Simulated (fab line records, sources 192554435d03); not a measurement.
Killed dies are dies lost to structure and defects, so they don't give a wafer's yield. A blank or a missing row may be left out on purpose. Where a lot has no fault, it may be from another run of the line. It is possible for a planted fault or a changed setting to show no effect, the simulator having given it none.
fab line records ; flow n5-finfet
record: lots: 7; wafers: 39
route steps=1938 shown PMOS_HMC_CHANNEL_EPI@64 STI_FIN_REVEAL@184 HKMG_FIN@386 BEOL_M0@731 BEOL_M3@1010 BEOL_M4@1111
start-h: the number of hours between the record's first day and the start of the first shown wafer of the lot ; wait-h: time in hours since the lot's previous step ; " as in the row above ; L1.1+2: a single row standing in for several wafers ; - no value, or no start given ; * or withheld: withheld ; < > ~ a bound
route shown NAME@n: a module of which the file shows steps, and the number in the route of the first ; usual: average and standard deviation across the fault-free wafers ; same: alike in all rows ; chamber/n: place in a boat ; sites: each site's reading ; _std_site: their standard deviation ; _edge_site: mean of outer sites minus mean of inner sites ; radius-mm: for every site, how far away it sits from the centre of the wafer ; mask NAME#n: copy n ; behind: tool/chamber where the wafer was last shaped ; hold: what put the lot on hold/how long, in hours/how the hold closed ; device: transistor that didn't switch, given as n, p or np ; end of line: at the end of the route, the tests of the same wafers ; step lacking rows: just its recipe ; killed: at the first sort, the dies lost to defects and structure; wafer yield is something else ; map: per-die view of a wafer (x killed, . not killed, _ where there is no die)
set.NAME: the setting that was run; set.NAME@STEP: the one run at that earlier step ; model.NAME: the simulator's own value behind a step, which no gauge read
one table per step and one row per wafer, for lots whose settings were changed on purpose
== steps ==
step: N5_PMOS_HMC_CHANNEL_EPI_DEVELOP_08
recipe: develop-time-s: 30; developer: TMAH; resist: CAR-ArF-block; dev-temp-c: 23; rinse-liquid: diw; dry: air-spin
step: N5_STI_FIN_REVEAL_ALD_14
recipe: material: Si3N4; target-thk-a: 30; temp-c: 400; ald-precursor-family: SiH2I2; ald-co-reactant: N2/H2-plasma; pressure-torr: 2
step: N5_HKMG_FIN_HK_ALD_01
recipe: material: HfO2; target-thk-a: 16; temp-c: withheld; ald-precursor-family: HfCl4; ald-co-reactant: H2O; pulse-time-s: 3; purge-time-s: 3; co-reactant-purge-time-s: 2.5; co-reactant-pulse-time-s: 0.3; ald-cycles: 30
step: N5_HKMG_FIN_DESCUM_17
recipe: chemistry: O2; time-s: 7.9; source-power-w: 50; bias-power-w: 20; pressure-mtorr: 20; rf-frequency-hz: 2.712e+07; temp-c: 40; resist: CAR-ArF; o2-flow-sccm: 225
step: N5_BEOL_M0_ALD_136
recipe: material: TaN; target-thk-a: *; temp-c: 275; ald-precursor-family: PDMAT; ald-co-reactant: NH3; pressure-torr: 3; carrier-flow-sccm: 1500; pulse-time-s: 2; purge-time-s: 3; co-reactant-purge-time-s: 2; co-reactant-pulse-time-s: 3; ald-cycles: 30; precursor-vessel-temp-c: 75; precursor-vessel-pressure-torr: 26.25; precursor-vessel-carrier-sccm: 1000
step: N5_BEOL_M3_SPUTTER_96
recipe: material: Cu; target-thk-a: 45; temp-c: -20; chamber-pressure-pa: 0.07; power-w: withheld; time-s: 8.29
step: N5_BEOL_M4_RC_MEAS_101
usual: DIBL_N: 36.4/1.3; DIBL_P: 36.5/1.7; EOT_N: 10.51/0.087; EOT_P: 10.46/0.085
lot.wafer;tool;chamber;start-h;wait-h;set.develop-time-s@PMOS_HMC_CHANNEL_EPI_DEVELOP_08;set.target-thk-a@STI_FIN_REVEAL_ALD_14;set.ald-cycles@HKMG_FIN_HK_ALD_01;set.time-s@HKMG_FIN_DESCUM_17;set.purge-time-s@BEOL_M0_ALD_136;set.time-s@BEOL_M3_SPUTTER_96;DIBL_N[mV/V];DIBL_P[mV/V];EOT_N;EOT_P
L075.1;prober-02;0;172.44;0.0;43.05;30;43;7.9;3;3.535;40.2;39.4;11.86;11.65
L075.2;prober-02;0;172.44;0.0;43.05;30;30;10.22;3;8.29;36.5;35.3;10.51;10.39
L075.3;prober-02;0;172.44;0.0;43.05;30;30;7.9;3;3.535;36.8;35.4;10.49;10.35
L075.4;prober-02;0;172.44;0.0;30;30;43;10.22;3;8.29;37.8;37.2;11.93;11.71
L075.5;prober-02;0;172.44;0.0;30;30;43;7.9;3;8.29;40.4;39.9;11.90;11.69
L075.6;prober-02;0;172.44;0.0;30;30;30;10.22;3;3.535;35.9;35.0;10.43;10.34
L079.1;prober-02;0;194.30;0.0;30;30;30;5.778;3;4.209;35.8;36.5;10.58;10.43
L079.2;prober-02;0;194.30;0.0;45.74;30;30;7.9;3;8.29;36.6;37.2;10.47;10.38
L079.3;prober-02;0;194.30;0.0;30;30;39;5.778;3;4.209;40.2;41.4;11.49;11.45
L079.4;prober-02;0;194.30;0.0;45.74;30;30;7.9;3;4.209;36.0;36.3;10.44;10.31
L079.5;prober-02;0;194.30;0.0;30;30;39;7.9;3;8.29;37.4;38.0;11.44;11.31
L079.6;prober-02;0;194.30;0.0;45.74;30;39;5.778;3;8.29;38.6;40.1;11.49;11.46
L080.1;prober-02;0;204.81;0.0;30;30;30;7.9;3;8.29;37.7;37.5;10.52;10.47
L080.3;prober-02;0;204.81;0.0;30;30;30;7.9;3;8.29;37.8;37.6;10.60;10.56
L080.5;prober-02;0;204.81;0.0;30;30;30;7.9;3;8.29;36.2;35.6;10.60;10.51
L085.1;prober-02;0;228.32;0.0;30;30;30;5.629;4.747;8.29;36.7;37.2;10.31;10.45
L085.2;prober-02;0;228.32;0.0;30;30;30;7.9;4.747;12.8;35.5;35.4;10.57;10.60
L085.3;prober-02;0;228.32;0.0;30;30;35;7.9;4.747;8.29;37.3;38.0;10.94;11.02
L085.4;prober-02;0;228.32;0.0;30;30;30;7.9;3;8.29;37.1;37.8;10.56;10.54
L085.5;prober-02;0;228.32;0.0;30;30;35;5.629;3;12.8;36.8;37.3;10.90;10.98
L085.6;prober-02;0;228.32;0.0;30;30;35;5.629;3;12.8;37.5;38.6;11.05;11.03
L086.1;prober-01;0;230.23;0.0;17.43;30;30;7.9;4.776;8.29;35.9;38.8;10.49;10.39
L086.2;prober-01;0;230.23;0.0;30;36.68;30;7.9;3;8.29;35.8;39.1;10.47;10.44
L086.3;prober-01;0;230.23;0.0;30;36.68;19;7.9;4.776;8.29;33.0;35.8;9.16;9.23
L086.4;prober-01;0;230.23;0.0;17.43;30;19;7.9;3;8.29;33.4;35.9;9.17;9.28
L086.5;prober-01;0;230.23;0.0;17.43;36.68;30;7.9;4.776;8.29;34.5;37.5;10.42;10.38
L086.6;prober-01;0;230.23;0.0;30;30;19;7.9;3;8.29;33.7;36.3;9.25;9.38
L090.1;prober-01;0;265.32;0.0;19.47;30;30;7.9;3;8.29;34.6;35.4;10.50;10.35
L090.2;prober-01;0;265.32;0.0;30;24.53;30;12.16;3;8.29;35.8;36.9;10.57;10.51
L090.3;prober-01;0;265.32;0.0;19.47;30;30;12.16;3;8.29;33.6;33.9;10.63;10.62
L090.4;prober-01;0;265.32;0.0;19.47;24.53;30;7.9;3;8.29;33.5;34.3;10.66;10.51
L090.5;prober-01;0;265.32;0.0;30;30;30;7.9;3;8.29;34.6;35.4;10.63;10.46
L090.6;prober-01;0;265.32;0.0;30;24.53;30;12.16;3;8.29;35.3;36.2;10.64;10.46
L092.1;prober-02;0;270.44;0.0;30;13.97;19;7.9;3.481;4.592;33.9;33.4;9.29;9.36
L092.2;prober-02;0;270.44;0.0;30;30;19;7.9;3;4.592;35.4;34.3;9.56;9.52
L092.3;prober-02;0;270.44;0.0;21.46;13.97;30;7.9;3;8.29;37.6;37.1;10.48;10.50
L092.4;prober-02;0;270.44;0.0;30;30;30;7.9;3.481;8.29;36.1;35.2;10.45;10.51
L092.5;prober-02;0;270.44;0.0;21.46;30;19;7.9;3;8.29;34.4;33.4;9.35;9.27
L092.6;prober-02;0;270.44;0.0;21.46;13.97;30;7.9;3.481;4.592;36.9;36.9;10.45;10.54
== key ==
split: step: N5_PMOS_HMC_CHANNEL_EPI_DEVELOP_08; setting: develop-time-s; stated-as: 30
response none clear
split: step: N5_STI_FIN_REVEAL_ALD_14; setting: target-thk-a; stated-as: 30
response none clear
split: step: N5_HKMG_FIN_HK_ALD_01; setting: ald-cycles; stated-as: 30
response: step: N5_BEOL_M4_RC_MEAS_101; reading: EOT_P; slope: +0.0314; per: 1%; together-with: all; explained: 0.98
response: step: N5_BEOL_M4_RC_MEAS_101; reading: EOT_N; slope: +0.0323; per: 1%; together-with: all; explained: 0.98
response: step: N5_BEOL_M4_RC_MEAS_101; reading: DIBL_P; slope: +0.0891; per: 1%; together-with: all; explained: 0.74
response: step: N5_BEOL_M4_RC_MEAS_101; reading: DIBL_N; slope: +0.0751; per: 1%; together-with: all; explained: 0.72
split: step: N5_HKMG_FIN_DESCUM_17; setting: time-s; stated-as: 7.9
response none clear
split: step: N5_BEOL_M0_ALD_136; setting: purge-time-s; stated-as: 3
response none clear
split: step: N5_BEOL_M3_SPUTTER_96; setting: time-s; stated-as: 8.29
response none clear
